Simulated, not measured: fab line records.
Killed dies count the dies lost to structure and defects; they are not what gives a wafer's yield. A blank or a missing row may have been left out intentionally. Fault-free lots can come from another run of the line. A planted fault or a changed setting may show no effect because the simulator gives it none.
Chamber matching    flow n5_finfet    4 sister chambers for N5_BEOL_M10_VIA_ETCH_34 on rie_diel-03
The step etches SiCOH lowk in C4F6/O2, target depth 184.5 nm, time 69.2 s. 14 wafers are shown with their chamber, then 7 later ones without.

== EACH WAFER AND ITS CHAMBER ==
wafer   chamber  showerhead_plenum_p_Torr (Torr)  rf_vpp_V (V)  drypump_motor_current_A (A)
L080.1  3        2.78                             640           5.5
L080.4  3        2.78                             641           5.5
L080.5  0        2.92                             682           5.8
L082.1  2        3.03                             657           5.9
L082.2  1        2.85                             674           5.8
L082.3  3        2.78                             640           5.5
L088.3  3        2.77                             641           5.6
L088.4  3        2.77                             641           5.5
L088.6  0        2.91                             680           5.8
L090.2  1        2.84                             671           5.8
L090.4  3        2.77                             638           5.5
L090.6  3        2.77                             640           5.5
L091.1  1        2.84                             672           5.8
L091.3  0        2.91                             682           5.8

SIGNATURES, as means of the wafers listed above
reading                   chamber 0  chamber 1  chamber 2  chamber 3  scatter within a chamber
showerhead_plenum_p_Torr  2.9133     2.8433     3.0300     2.7743     0.00552
rf_vpp_V                  681.33     672.33     657.00     640.14     1.19
drypump_motor_current_A   5.800      5.800      5.900      5.514      0.0293
Rule: for a wafer and a chamber, the distance is found by dividing, reading by reading, the gap between the wafer's reading and the chamber's mean by the reading's scatter, squaring, summing and taking the root. If the next closest chamber is less than 2 further off than the closest, the wafer can't be placed; otherwise it belongs to the closest. How the scatter is found: for the shown wafers, subtract from each reading the mean of its chamber, square and add these, divide the total by (wafers less chambers), then take the root.

== WAFERS WITH NO CHAMBER GIVEN ==
wafer   showerhead_plenum_p_Torr (Torr)  rf_vpp_V (V)  drypump_motor_current_A (A)
L091.6  3.02                             655           5.9
L096.1  3.02                             656           5.8
L096.2  2.76                             640           5.5
L096.3  2.90                             681           5.8
L095.1  2.90                             682           5.8
L095.3  2.76                             639           5.5
L095.5  2.84                             670           5.8

== WHICH CHAMBER EACH WENT THROUGH ==
wafer   from the rows above  in truth
L091.6  2                    2
L096.1  2                    2
L096.2  3                    3
L096.3  0                    0
L095.1  0                    0
L095.3  3                    3
L095.5  1                    1
Correct placement for 7 of the 7. Can't be placed from these rows: 0. Placed wrongly: 0.
